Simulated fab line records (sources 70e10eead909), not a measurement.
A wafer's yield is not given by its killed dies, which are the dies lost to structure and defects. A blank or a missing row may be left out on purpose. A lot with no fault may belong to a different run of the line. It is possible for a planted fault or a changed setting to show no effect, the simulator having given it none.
Which tool did it?    flow nandHarc    Sampling: 13 lots, 39 wafers, 4 of 1159 route steps

WHAT THE GAUGES SHOWED, per wafer
The record lacks any reading of a measuring or inspecting step that a usual standard deviation could be used to judge.

EACH LOT AND THE TOOL THAT RAN IT (in order: tool; ch and the chambers of the sampled wafers; start)
lot   NHARC_P_GATE_DEVELOP_25           NHARC_P_GATE_HM_OPEN_105                      NHARC_P_GATE_ETCH_32             NHARC_P_GATE_STRIP_112
L746  lithoTrack-06 ch 0, day 4 22:00   rieDiel-01 ch 2,3, day 4 23:13 or earlier     rieSi-05 ch 0,2,3, day 4 23:13   plasmaAsher-02 ch 0,1, day 5 13:33
L747  lithoTrack-04 ch 0, day 5 04:00   rieDiel-01 ch 1,2,3, day 5 04:51 or earlier   rieSi-05 ch 0,1,2, day 5 04:51   plasmaAsher-02 ch 0,1, day 5 18:36
L751  lithoTrack-01 ch 0, day 6 04:00   rieDiel-01 ch 1,2, day 6 05:22 or earlier     rieSi-03 ch 0,1,2, day 6 05:22   plasmaAsher-01 ch 1, day 6 19:12
L750  lithoTrack-06 ch 0, day 6 05:00   rieDiel-12 ch 0,1, day 6 06:05 or earlier     rieSi-05 ch 2,3, day 6 06:05     plasmaAsher-01 ch 0,1, day 6 20:32
L753  lithoTrack-06 ch 0, day 6 15:00   rieDiel-02 ch 1,2, day 6 15:52 or earlier     rieSi-03 ch 0,1, day 6 15:52     plasmaAsher-02 ch 0,1, day 7 12:07
L752  lithoTrack-01 ch 0, day 6 15:00   rieDiel-12 ch 0,1,2, day 6 16:11 or earlier   rieSi-02 ch 0,2,3, day 6 16:11   plasmaAsher-02 ch 0,1, day 7 05:45
L754  lithoTrack-06 ch 0, day 6 21:00   rieDiel-02 ch 1,2,3, day 6 22:43 or earlier   rieSi-02 ch 0,1,3, day 6 22:43   plasmaAsher-02 ch 0,1, day 7 12:40
L763  lithoTrack-06 ch 0, day 9 04:00   rieDiel-01 ch 0,1,3, day 9 05:58 or earlier   rieSi-03 ch 0,2,3, day 9 05:58   plasmaAsher-01 ch 0,1, day 9 20:02
L764  lithoTrack-06 ch 0, day 9 13:00   rieDiel-01 ch 0,1,2, day 9 14:56 or earlier   rieSi-05 ch 0,1, day 9 14:56     plasmaAsher-01 ch 0,1, day 10 04:39
L765  lithoTrack-01 ch 0, day 9 13:00   rieDiel-01 ch 0,1,2, day 9 15:05 or earlier   rieSi-02 ch 0,1,3, day 9 15:05   plasmaAsher-02 ch 0,1, day 10 04:53
L766  lithoTrack-04 ch 0, day 9 21:00   rieDiel-02 ch 0,2,3, day 9 22:03 or earlier   rieSi-03 ch 1,3, day 9 22:03     plasmaAsher-02 ch 0,1, day 10 11:30
L768  lithoTrack-04 ch 0, day 10 08:00  rieDiel-01 ch 1,2,3, day 10 08:58 or earlier  rieSi-03 ch 0,1,3, day 10 08:58  plasmaAsher-01 ch 0,1, day 10 22:34
L767  lithoTrack-04 ch 0, day 10 08:00  rieDiel-12 ch 1,3, day 10 09:20 or earlier    rieSi-05 ch 1,2,3, day 10 09:20  plasmaAsher-02 ch 0,1, day 10 22:58
- NHARC_P_GATE_DEVELOP_25: develop time 35 s.
- NHARC_P_GATE_HM_OPEN_105: chemistry O2/COS, target depth 360 nm.
- NHARC_P_GATE_ETCH_32: etches the open film in HBr/Cl2, target depth 150 nm, time 100.1 s.
- NHARC_P_GATE_STRIP_112: strips in N2/H2, time 200 s.

AS READ BY THE TOOLS THEMSELVES (means over the sampled wafers that have a number; for cases with no such wafer, the mark the record gives instead)
NHARC_P_GATE_DEVELOP_25. Usual: developerTempC at 23.01 C, with a standard deviation of 0.1.
lot   tool           developerTempC (C)  flag
L746  lithoTrack-06  23.19               
L747  lithoTrack-04  23.03               
L751  lithoTrack-01  22.96               
L750  lithoTrack-06  22.97               
L753  lithoTrack-06  23.05               
L752  lithoTrack-01  23.00               
L754  lithoTrack-06  23.01               
L763  lithoTrack-06  22.27               OFF
L764  lithoTrack-06  22.01               OFF
L765  lithoTrack-01  23.01               
L766  lithoTrack-04  23.05               
L768  lithoTrack-04  23.08               
L767  lithoTrack-04  22.94               

NHARC_P_GATE_HM_OPEN_105. Usual: drypumpMotorCurrentA 5.8 A, standard deviation 0.55; o2FlowSccm 400.0 sccm, standard deviation 1.2; oesProductAu 1.001 a.u., standard deviation 0.0094; rfVppV 467.0 V, standard deviation 2; showerheadPlenumPTorr 3.11 Torr, standard deviation 0.095; throttleValvePct 28.329 %, standard deviation 0.0093.
lot   tool        drypumpMotorCurrentA (A)  o2FlowSccm (sccm)  oesProductAu (a.u.)  rfVppV (V)  showerheadPlenumPTorr (Torr)  throttleValvePct (%)  flag
L746  rieDiel-01  5.8                       399.6              1.007                466.5       3.05                          28.328                
L747  rieDiel-01  5.6                       400.2              1.007                468.1       3.13                          28.330                
L751  rieDiel-01  5.2                       400.3              1.010                467.1       3.12                          28.328                
L750  rieDiel-12  6.3                       398.8              1.004                467.2       3.14                          28.337                
L753  rieDiel-02  6.3                       400.7              1.009                465.7       3.03                          28.330                
L752  rieDiel-12  5.9                       400.7              1.004                466.7       3.11                          28.340                
L754  rieDiel-02  6.1                       399.7              1.006                467.0       3.09                          28.337                
L763  rieDiel-01  5.8                       400.3              0.996                468.2       3.14                          28.336                
L764  rieDiel-01  5.4                       398.9              1.010                467.3       3.14                          28.327                
L765  rieDiel-01  5.4                       399.1              1.012                467.7       3.14                          28.329                
L766  rieDiel-02  6.0                       399.5              1.000                466.3       3.07                          28.325                
L768  rieDiel-01  5.6                       398.9              1.000                467.0       3.11                          28.325                
L767  rieDiel-12  5.5                       400.5              0.987                467.1       3.15                          28.326                

NHARC_P_GATE_ETCH_32. Usual: drypumpMotorCurrentA 5.5 A, standard deviation 0.44; oesProductAu 0.998 a.u., standard deviation 0.0096; throttleValvePct 26.405 %, standard deviation 0.0091.
lot   tool      drypumpMotorCurrentA (A)  oesProductAu (a.u.)  throttleValvePct (%)  flag
L746  rieSi-05  5.5                       1.003                26.404                
L747  rieSi-05  5.4                       1.004                26.415                
L751  rieSi-03  5.6                       1.000                26.399                
L750  rieSi-05  5.8                       0.997                26.403                
L753  rieSi-03  5.9                       0.996                26.414                
L752  rieSi-02  5.2                       0.994                26.401                
L754  rieSi-02  5.5                       0.986                26.405                
L763  rieSi-03  5.7                       0.997                26.410                
L764  rieSi-05  5.3                       1.003                26.408                
L765  rieSi-02  5.5                       0.997                26.408                
L766  rieSi-03  5.3                       0.992                26.403                
L768  rieSi-03  5.6                       0.997                26.403                
L767  rieSi-05  5.8                       1.001                26.399                

NHARC_P_GATE_STRIP_112. Usual: drypumpMotorCurrentA 5.8 A, standard deviation 0.41; heaterPowerW 88 W, standard deviation 9.3.
lot   tool            drypumpMotorCurrentA (A)  heaterPowerW (W)  flag
L746  plasmaAsher-02  5.8                       89                
L747  plasmaAsher-02  5.8                       88                
L751  plasmaAsher-01  6.2                       102               
L750  plasmaAsher-01  5.9                       92                
L753  plasmaAsher-02  5.9                       84                
L752  plasmaAsher-02  5.8                       90                
L754  plasmaAsher-02  5.9                       84                
L763  plasmaAsher-01  5.6                       85                
L764  plasmaAsher-01  5.9                       93                
L765  plasmaAsher-02  5.8                       87                
L766  plasmaAsher-02  5.8                       86                
L768  plasmaAsher-01  5.9                       93                
L767  plasmaAsher-02  5.8                       87                

THE ANSWER, worked out from the rows above alone
Rule: a lot counts as off when the mean over its wafers that have a number is more than 3 standard deviations away from the usual mean. A lot without any number at a reading at which 4 lots or more have one is off too. Any other lot the step has rows for is counted as sound. First the gauges in route order, then the tools' own readings, where a lot's mean is used as printed above. The first step at which some lot is off is used, and at that step the reading that is off furthest; a lot without a number counts as furthest.
Off, at NHARC_P_GATE_DEVELOP_25 on developerTempC: L763, L764.
A tool fits if, at that step or a process step before it, it ran every lot that is off, and no sound lot after the first of them. One fits: lithoTrack-06 at NHARC_P_GATE_DEVELOP_25. A fault onset in the window from L754 (day 6 21:00, its last sound lot) to L763 (day 9 04:00, its first lot off) fits.
The tool's own readings at NHARC_P_GATE_DEVELOP_25 bear it out: on the lots that are off they differ by more than 5 times the standard deviation of the sound lots' means. developerTempC reads 22.14 C there against 23.03 C on the sound lots.

WHAT THE SIMULATOR PUT IN
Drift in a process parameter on lithoTrack-06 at NHARC_P_GATE_DEVELOP_25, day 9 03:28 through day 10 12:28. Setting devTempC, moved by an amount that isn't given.
Struck lots among those shown: L763, L764. This agrees with what the rule above found.
